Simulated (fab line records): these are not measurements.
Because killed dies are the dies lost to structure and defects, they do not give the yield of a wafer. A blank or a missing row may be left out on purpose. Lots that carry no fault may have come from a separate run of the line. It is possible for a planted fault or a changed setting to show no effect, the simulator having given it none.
Split-lot experiment -- flow n5 finfet -- on a route of 1938 steps: 7 lots, 39 wafers read

ABOUT THE SPLIT
At N5_ZERO_LAYER_PECVD_02 (deposits SiO2 from SiH4/N2O, target thk 10 nm, time 6 s), the setting time s was moved away from the recipe's 6 s on 18 of the 39 wafers read, by -41.8% to +45.1%. All remaining wafers had this setting at the recipe value.

The reading is taken at the split's own step.

THE READING
SiO2_of_ZERO_LAYER_PECVD_02.thk nm (the simulator's own value, which no gauge read), in nm, at N5_ZERO_LAYER_PECVD_02 (deposits SiO2 from SiH4/N2O, target thk 10 nm, time 6 s). The file does not state a usual value for it. Average 10.045 nm, standard deviation 0.14 nm, over the 21 wafers here run with the recipe.

wafer,"tool, chamber at the split","time s as run, s",against the recipe,"SiO2_of_ZERO_LAYER_PECVD_02.thk nm, nm",against lot-mates on the recipe
L076.2,"pecvd-02, 1",6,recipe,9.962,-
L076.3,"pecvd-02, 1",6,recipe,10.09,-
L076.5,"pecvd-02, 0",6,recipe,9.886,-
L080.1,"pecvd-02, 0",6,recipe,9.902,-
L080.2,"pecvd-02, 1",6,recipe,9.857,-
L080.3,"pecvd-02, 0",6,recipe,9.998,-
L080.4,"pecvd-02, 1",3.916,-34.7%,6.62,-3.299
L080.5,"pecvd-02, 1",3.916,-34.7%,6.57,-3.349
L080.6,"pecvd-02, 0",3.916,-34.7%,6.637,-3.282
L083.1,"pecvd-01, 0",3.492,-41.8%,5.968,-4.125
L083.2,"pecvd-01, 1",6,recipe,10.01,-
L083.3,"pecvd-01, 2",3.492,-41.8%,5.853,-4.240
L083.4,"pecvd-01, 1",6,recipe,10.2,-
L083.5,"pecvd-01, 2",3.492,-41.8%,6.02,-4.073
L083.6,"pecvd-01, 0",6,recipe,10.07,-
L085.1,"pecvd-01, 2",3.731,-37.8%,6.15,-3.919
L085.2,"pecvd-01, 1",3.731,-37.8%,6.274,-3.795
L085.3,"pecvd-01, 0",6,recipe,9.956,-
L085.4,"pecvd-01, 0",3.731,-37.8%,6.37,-3.699
L085.5,"pecvd-01, 2",6,recipe,10.11,-
L085.6,"pecvd-01, 1",6,recipe,10.14,-
L090.1,"pecvd-01, 1",6,recipe,10.03,-
L090.2,"pecvd-01, 0,2",6,recipe,10.06,-
L090.6,"pecvd-01, 0,2",6,recipe,10.06,-
L090.3,"pecvd-01, 2",8.705,+45.1%,14.48,+4.430
L090.4,"pecvd-01, 1",8.705,+45.1%,14.79,+4.740
L090.5,"pecvd-01, 0",8.705,+45.1%,14.83,+4.780
L091.1,"pecvd-02, 2",6,recipe,10.08,-
L091.2,"pecvd-02, 0",7.094,+18.2%,11.92,+1.677
L091.3,"pecvd-02, 1",6,recipe,10.18,-
L091.4,"pecvd-02, 2",7.094,+18.2%,12.02,+1.777
L091.5,"pecvd-02, 1",6,recipe,10.47,-
L091.6,"pecvd-02, 0",7.094,+18.2%,11.97,+1.727
L092.1,"pecvd-04, 0",7.565,+26.1%,12.71,+2.751
L092.2,"pecvd-04, 2",6,recipe,9.738,-
L092.3,"pecvd-04, 1",7.565,+26.1%,12.47,+2.511
L092.4,"pecvd-04, 2",7.565,+26.1%,12.67,+2.711
L092.5,"pecvd-04, 1",6,recipe,10.05,-
L092.6,"pecvd-04, 0",6,recipe,10.09,-
The file does not say which wafer passed through which chamber wherever a row lists several chambers: such a row stands for several wafers.

THE FIT
A straight line over all 39 wafers: SiO2_of_ZERO_LAYER_PECVD_02.thk nm changes by +0.1 nm for each +1% of time s; r = +1.00; the points scatter about the line by 0.14 nm.
The same after taking each lot's own level away (the mean of its wafers on the recipe; 39 wafers): +0.1 nm for each +1%; r = +1.00; scatter 0.12 nm.
Per that fit: largest time s move, reading shift of 4.5 nm.
Measured against the standard deviation above, the lots' own levels, which go from 9.9190 to 10.2433 nm, span 2.3 times it.
The two slopes agree, so the slope changes little with the lot-to-lot level.
Check: for one of the wafers moved furthest among these (+45.1%), held out of the fit, the line's prediction against its lot-mates is +4.54 nm. Against them it came out at +4.43 nm.

FILE'S OWN FIT
SiO2_of_ZERO_LAYER_PECVD_02.thk nm changes by +0.0999 nm for each +1% of time s, r = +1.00.
